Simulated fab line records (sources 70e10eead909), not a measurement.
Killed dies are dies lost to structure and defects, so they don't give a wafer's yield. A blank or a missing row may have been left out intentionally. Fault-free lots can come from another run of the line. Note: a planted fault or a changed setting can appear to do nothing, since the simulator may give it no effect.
What tool caused it? || flow nand-harc || 36 wafers from 12 lots sampled at 5 of the route's 1302 steps

WHAT EACH GAUGE READ, for each wafer
NHARC_P_M1_CD_MEAS_09: the cd target is 130 nm.
{"lot": "L609", "measured": "day 7 17:47", "on": "cd-sem-01", "cd-nm (nm)": "128.8 129.7 131.0"}
{"lot": "L610", "measured": "day 8 07:13", "on": "cd-sem-01", "cd-nm (nm)": "129.9 129.1 128.5"}
{"lot": "L611", "measured": "day 8 12:10", "on": "cd-sem-03", "cd-nm (nm)": "131.0 131.7 130.7"}
{"lot": "L613", "measured": "day 9 13:50", "on": "cd-sem-01", "cd-nm (nm)": "129.3 129.6 130.5"}
{"lot": "L614", "measured": "day 9 20:09", "on": "cd-sem-01", "cd-nm (nm)": "131.0 130.8 131.1"}
{"lot": "L616", "measured": "day 10 18:23", "on": "cd-sem-01", "cd-nm (nm)": "130.9 129.1 129.3"}
{"lot": "L617", "measured": "day 11 15:25", "on": "cd-sem-03", "cd-nm (nm)": "129.4 128.9 128.8"}
{"lot": "L620", "measured": "day 12 05:20", "on": "cd-sem-02", "cd-nm (nm)": "137.0 136.5 136.3"}
{"lot": "L621", "measured": "day 12 20:26", "on": "cd-sem-03", "cd-nm (nm)": "136.8 136.8 137.4"}
{"lot": "L624", "measured": "day 13 23:46", "on": "cd-sem-03", "cd-nm (nm)": "131.7 129.4 129.7"}
{"lot": "L627", "measured": "day 15 09:59", "on": "cd-sem-02", "cd-nm (nm)": "130.1 129.8 129.6"}
{"lot": "L628", "measured": "day 15 17:11", "on": "cd-sem-03", "cd-nm (nm)": "129.9 131.5 130.6"}

WHICH TOOL RAN EACH LOT (tool, then ch and the chambers of the sampled wafers, then the start)
{"lot": "L609", "NHARC_P_CONTACT_ETCH_36": "rie-diel-07 ch 0,1, day 7 15:47 or earlier", "NHARC_P_M0_PVD_20": "pvd-sputter-03, day 7 15:47 or earlier", "NHARC_P_M0_ANNEAL_30": "rtp-anneal-01 ch 0, day 7 15:47", "NHARC_P_M1_PEB_07": "litho-track-06 ch 0, day 7 17:42"}
{"lot": "L610", "NHARC_P_CONTACT_ETCH_36": "rie-diel-03 ch 2,3, day 8 05:03 or earlier", "NHARC_P_M0_PVD_20": "pvd-sputter-01, day 8 05:03 or earlier", "NHARC_P_M0_ANNEAL_30": "rtp-anneal-01 ch 0, day 8 05:03", "NHARC_P_M1_PEB_07": "litho-track-06 ch 0, day 8 07:08"}
{"lot": "L611", "NHARC_P_CONTACT_ETCH_36": "rie-diel-03 ch 1,2,3, day 8 09:57 or earlier", "NHARC_P_M0_PVD_20": "pvd-sputter-01, day 8 09:57 or earlier", "NHARC_P_M0_ANNEAL_30": "rtp-anneal-01 ch 0, day 8 09:57", "NHARC_P_M1_PEB_07": "litho-track-04 ch 0, day 8 12:05"}
{"lot": "L613", "NHARC_P_CONTACT_ETCH_36": "rie-diel-13 ch 0,2,3, day 9 11:36 or earlier", "NHARC_P_M0_PVD_20": "pvd-sputter-01, day 9 11:36 or earlier", "NHARC_P_M0_ANNEAL_30": "rtp-anneal-01 ch 0, day 9 11:36", "NHARC_P_M1_PEB_07": "litho-track-06 ch 0, day 9 13:46"}
{"lot": "L614", "NHARC_P_CONTACT_ETCH_36": "rie-diel-03 ch 0,2,3, day 9 18:10 or earlier", "NHARC_P_M0_PVD_20": "pvd-sputter-03, day 9 18:10 or earlier", "NHARC_P_M0_ANNEAL_30": "rtp-anneal-02 ch 0, day 9 18:10", "NHARC_P_M1_PEB_07": "litho-track-04 ch 0, day 9 20:04"}
{"lot": "L616", "NHARC_P_CONTACT_ETCH_36": "rie-diel-13 ch 2,3, day 10 16:15 or earlier", "NHARC_P_M0_PVD_20": "pvd-sputter-03, day 10 16:15 or earlier", "NHARC_P_M0_ANNEAL_30": "rtp-anneal-02 ch 0, day 10 16:15", "NHARC_P_M1_PEB_07": "litho-track-06 ch 0, day 10 18:19"}
{"lot": "L617", "NHARC_P_CONTACT_ETCH_36": "rie-diel-07 ch 0,3, day 11 13:19 or earlier", "NHARC_P_M0_PVD_20": "pvd-sputter-01, day 11 13:19 or earlier", "NHARC_P_M0_ANNEAL_30": "rtp-anneal-02 ch 0, day 11 13:19", "NHARC_P_M1_PEB_07": "litho-track-06 ch 0, day 11 15:20"}
{"lot": "L620", "NHARC_P_CONTACT_ETCH_36": "rie-diel-13 ch 0,3, day 12 03:10 or earlier", "NHARC_P_M0_PVD_20": "pvd-sputter-03, day 12 03:10 or earlier", "NHARC_P_M0_ANNEAL_30": "rtp-anneal-02 ch 0, day 12 03:10", "NHARC_P_M1_PEB_07": "litho-track-04 ch 0, day 12 05:16"}
{"lot": "L621", "NHARC_P_CONTACT_ETCH_36": "rie-diel-03 ch 1,2,3, day 12 18:14 or earlier", "NHARC_P_M0_PVD_20": "pvd-sputter-03, day 12 18:14 or earlier", "NHARC_P_M0_ANNEAL_30": "rtp-anneal-02 ch 0, day 12 18:14", "NHARC_P_M1_PEB_07": "litho-track-04 ch 0, day 12 20:22"}
{"lot": "L624", "NHARC_P_CONTACT_ETCH_36": "rie-diel-07 ch 0,1,2, day 13 21:41 or earlier", "NHARC_P_M0_PVD_20": "pvd-sputter-01, day 13 21:41 or earlier", "NHARC_P_M0_ANNEAL_30": "rtp-anneal-02 ch 0, day 13 21:41", "NHARC_P_M1_PEB_07": "litho-track-01 ch 0, day 13 23:41"}
{"lot": "L627", "NHARC_P_CONTACT_ETCH_36": "rie-diel-13 ch 1,2, day 15 07:49 or earlier", "NHARC_P_M0_PVD_20": "pvd-sputter-02, day 15 07:49 or earlier", "NHARC_P_M0_ANNEAL_30": "rtp-anneal-02 ch 0, day 15 07:49", "NHARC_P_M1_PEB_07": "litho-track-01 ch 0, day 15 09:54"}
{"lot": "L628", "NHARC_P_CONTACT_ETCH_36": "rie-diel-03 ch 0,1,2, day 15 15:01 or earlier", "NHARC_P_M0_PVD_20": "pvd-sputter-02, day 15 15:01 or earlier", "NHARC_P_M0_ANNEAL_30": "rtp-anneal-02 ch 0, day 15 15:01", "NHARC_P_M1_PEB_07": "litho-track-01 ch 0, day 15 17:06"}
- NHARC_P_CONTACT_ETCH_36: etches the open film in N2/H2, target depth 260 nm, time 406.25 s.
- NHARC_P_M0_PVD_20: deposits TaN, target thk 5 nm, time 8.06 s.
- NHARC_P_M0_ANNEAL_30: time 90 s.
- NHARC_P_M1_PEB_07: peb time 65 s.

WHAT THE TOOLS THEMSELVES READ (means of the sampled wafers that have a number; where no wafer has one, the mark that the record gives instead)
NHARC_P_CONTACT_ETCH_36.
{"lot": "L609", "tool": "rie-diel-07", "drypump-motor-current-A (A)": 5.6, "oes-product-au (a.u.)": 1.009, "rf-vpp-V (V)": 426.6, "showerhead-plenum-p-Torr (Torr)": 1.91, "throttle-valve-pct (%)": 14.167}
{"lot": "L610", "tool": "rie-diel-03", "drypump-motor-current-A (A)": 6.1, "oes-product-au (a.u.)": 1.003, "rf-vpp-V (V)": 434.3, "showerhead-plenum-p-Torr (Torr)": 2.16, "throttle-valve-pct (%)": 14.178}
{"lot": "L611", "tool": "rie-diel-03", "drypump-motor-current-A (A)": 5.9, "oes-product-au (a.u.)": 0.999, "rf-vpp-V (V)": 432.4, "showerhead-plenum-p-Torr (Torr)": 2.10, "throttle-valve-pct (%)": 14.168}
{"lot": "L613", "tool": "rie-diel-13", "drypump-motor-current-A (A)": 6.1, "oes-product-au (a.u.)": 0.999, "rf-vpp-V (V)": 429.3, "showerhead-plenum-p-Torr (Torr)": 2.00, "throttle-valve-pct (%)": 14.165}
{"lot": "L614", "tool": "rie-diel-03", "drypump-motor-current-A (A)": 5.7, "oes-product-au (a.u.)": 1.007, "rf-vpp-V (V)": 432.0, "showerhead-plenum-p-Torr (Torr)": 2.12, "throttle-valve-pct (%)": 14.168}
{"lot": "L616", "tool": "rie-diel-13", "drypump-motor-current-A (A)": 6.2, "oes-product-au (a.u.)": 1.005, "rf-vpp-V (V)": 429.1, "showerhead-plenum-p-Torr (Torr)": 2.01, "throttle-valve-pct (%)": 14.170}
{"lot": "L617", "tool": "rie-diel-07", "drypump-motor-current-A (A)": 6.0, "oes-product-au (a.u.)": 1.011, "rf-vpp-V (V)": 429.6, "showerhead-plenum-p-Torr (Torr)": 1.98, "throttle-valve-pct (%)": 14.170}
{"lot": "L620", "tool": "rie-diel-13", "drypump-motor-current-A (A)": 6.0, "oes-product-au (a.u.)": 0.992, "rf-vpp-V (V)": 429.9, "showerhead-plenum-p-Torr (Torr)": 1.99, "throttle-valve-pct (%)": 14.172}
{"lot": "L621", "tool": "rie-diel-03", "drypump-motor-current-A (A)": 5.9, "oes-product-au (a.u.)": 0.993, "rf-vpp-V (V)": 432.3, "showerhead-plenum-p-Torr (Torr)": 2.10, "throttle-valve-pct (%)": 14.165}
{"lot": "L624", "tool": "rie-diel-07", "drypump-motor-current-A (A)": 5.7, "oes-product-au (a.u.)": 1.007, "rf-vpp-V (V)": 428.6, "showerhead-plenum-p-Torr (Torr)": 2.00, "throttle-valve-pct (%)": 14.179}
{"lot": "L627", "tool": "rie-diel-13", "drypump-motor-current-A (A)": 6.3, "oes-product-au (a.u.)": 0.988, "rf-vpp-V (V)": 429.6, "showerhead-plenum-p-Torr (Torr)": 1.99, "throttle-valve-pct (%)": 14.172}
{"lot": "L628", "tool": "rie-diel-03", "drypump-motor-current-A (A)": 5.5, "oes-product-au (a.u.)": 0.992, "rf-vpp-V (V)": 430.6, "showerhead-plenum-p-Torr (Torr)": 2.07, "throttle-valve-pct (%)": 14.174}

NHARC_P_M0_PVD_20.
{"lot": "L609", "tool": "pvd-sputter-03", "throttle-valve-pct (%)": 30.4}
{"lot": "L610", "tool": "pvd-sputter-01", "throttle-valve-pct (%)": 29.9}
{"lot": "L611", "tool": "pvd-sputter-01", "throttle-valve-pct (%)": 30.9}
{"lot": "L613", "tool": "pvd-sputter-01", "throttle-valve-pct (%)": 29.9}
{"lot": "L614", "tool": "pvd-sputter-03", "throttle-valve-pct (%)": 30.5}
{"lot": "L616", "tool": "pvd-sputter-03", "throttle-valve-pct (%)": 30.1}
{"lot": "L617", "tool": "pvd-sputter-01", "throttle-valve-pct (%)": 30.4}
{"lot": "L620", "tool": "pvd-sputter-03", "throttle-valve-pct (%)": 30.0}
{"lot": "L621", "tool": "pvd-sputter-03", "throttle-valve-pct (%)": 30.3}
{"lot": "L624", "tool": "pvd-sputter-01", "throttle-valve-pct (%)": 30.5}
{"lot": "L627", "tool": "pvd-sputter-02", "throttle-valve-pct (%)": 30.0}
{"lot": "L628", "tool": "pvd-sputter-02", "throttle-valve-pct (%)": 30.6}

NHARC_P_M0_ANNEAL_30.
{"lot": "L609", "tool": "rtp-anneal-01", "wafer_temp_C_max": 226.8}
{"lot": "L610", "tool": "rtp-anneal-01", "wafer_temp_C_max": 227.0}
{"lot": "L611", "tool": "rtp-anneal-01", "wafer_temp_C_max": 227.3}
{"lot": "L613", "tool": "rtp-anneal-01", "wafer_temp_C_max": 227.5}
{"lot": "L614", "tool": "rtp-anneal-02", "wafer_temp_C_max": 225.9}
{"lot": "L616", "tool": "rtp-anneal-02", "wafer_temp_C_max": 226.0}
{"lot": "L617", "tool": "rtp-anneal-02", "wafer_temp_C_max": 226.3}
{"lot": "L620", "tool": "rtp-anneal-02", "wafer_temp_C_max": 226.1}
{"lot": "L621", "tool": "rtp-anneal-02", "wafer_temp_C_max": 226.1}
{"lot": "L624", "tool": "rtp-anneal-02", "wafer_temp_C_max": 226.5}
{"lot": "L627", "tool": "rtp-anneal-02", "wafer_temp_C_max": 226.1}
{"lot": "L628", "tool": "rtp-anneal-02", "wafer_temp_C_max": 226.0}

NHARC_P_M1_PEB_07.
{"lot": "L609", "tool": "litho-track-06", "heater-power-total-W (W)": 156.8, "plate-temp-C (C)": 99.97}
{"lot": "L610", "tool": "litho-track-06", "heater-power-total-W (W)": 156.6, "plate-temp-C (C)": 100.19}
{"lot": "L611", "tool": "litho-track-04", "heater-power-total-W (W)": 156.7, "plate-temp-C (C)": 99.95}
{"lot": "L613", "tool": "litho-track-06", "heater-power-total-W (W)": 156.8, "plate-temp-C (C)": 99.91}
{"lot": "L614", "tool": "litho-track-04", "heater-power-total-W (W)": 156.7, "plate-temp-C (C)": 100.15}
{"lot": "L616", "tool": "litho-track-06", "heater-power-total-W (W)": 156.7, "plate-temp-C (C)": 99.98}
{"lot": "L617", "tool": "litho-track-06", "heater-power-total-W (W)": 156.6, "plate-temp-C (C)": 99.99}
{"lot": "L620", "tool": "litho-track-04", "heater-power-total-W (W)": 160.2, "plate-temp-C (C)": 101.78}
{"lot": "L621", "tool": "litho-track-04", "heater-power-total-W (W)": 160.3, "plate-temp-C (C)": 101.63}
{"lot": "L624", "tool": "litho-track-01", "heater-power-total-W (W)": 157.0, "plate-temp-C (C)": 99.84}
{"lot": "L627", "tool": "litho-track-01", "heater-power-total-W (W)": 156.7, "plate-temp-C (C)": 100.09}
{"lot": "L628", "tool": "litho-track-01", "heater-power-total-W (W)": 156.6, "plate-temp-C (C)": 100.12}

THE ANSWER, worked out from the rows above alone
Rule: the usual values come from the lots themselves. Put in order of their means at a reading, lots are off if they are a third of the lots or fewer, leave a main group of 4 or more, and stand apart from it by a gap of 3 or more times the standard deviation of the main group's means; of several such gaps the widest counts. A main group is skipped when, at the precision printed for the reading in the tables above, its means are all equal. Also off: a lot with no number at a reading for which 4 or more lots have one. Any other lot the step has rows for is counted as sound. Order of review: gauges by route order, followed by the tools' own readings, for which a lot's mean as printed above is used. At the first step where some lot is off, the reading lying furthest off is the one used; lots without a number count as furthest.
Off: L620, L621, at NHARC_P_M1_CD_MEAS_09 (cd-nm). The main group: mean 130.0 nm, standard deviation 0.67.
A tool fits if, at a process step before that reading, it ran every lot that is off, and no sound lot after the first of them. The gauges at NHARC_P_M1_CD_MEAS_09 aren't tried: what is off there is off at NHARC_P_M1_PEB_07 too, on other tools, and a gauge's error can't cause that. With no start given for some of its lots, NHARC_P_CONTACT_ETCH_36 uses the hours and lot order of NHARC_P_M0_ANNEAL_30. With no start given for some of its lots, NHARC_P_M0_PVD_20 uses the hours and lot order of NHARC_P_M0_ANNEAL_30. Undecided on this evidence; 2 tools fit (pvd-sputter-03 at NHARC_P_M0_PVD_20, litho-track-04 at NHARC_P_M1_PEB_07).

WHAT THE SIMULATOR HAD INSERTED
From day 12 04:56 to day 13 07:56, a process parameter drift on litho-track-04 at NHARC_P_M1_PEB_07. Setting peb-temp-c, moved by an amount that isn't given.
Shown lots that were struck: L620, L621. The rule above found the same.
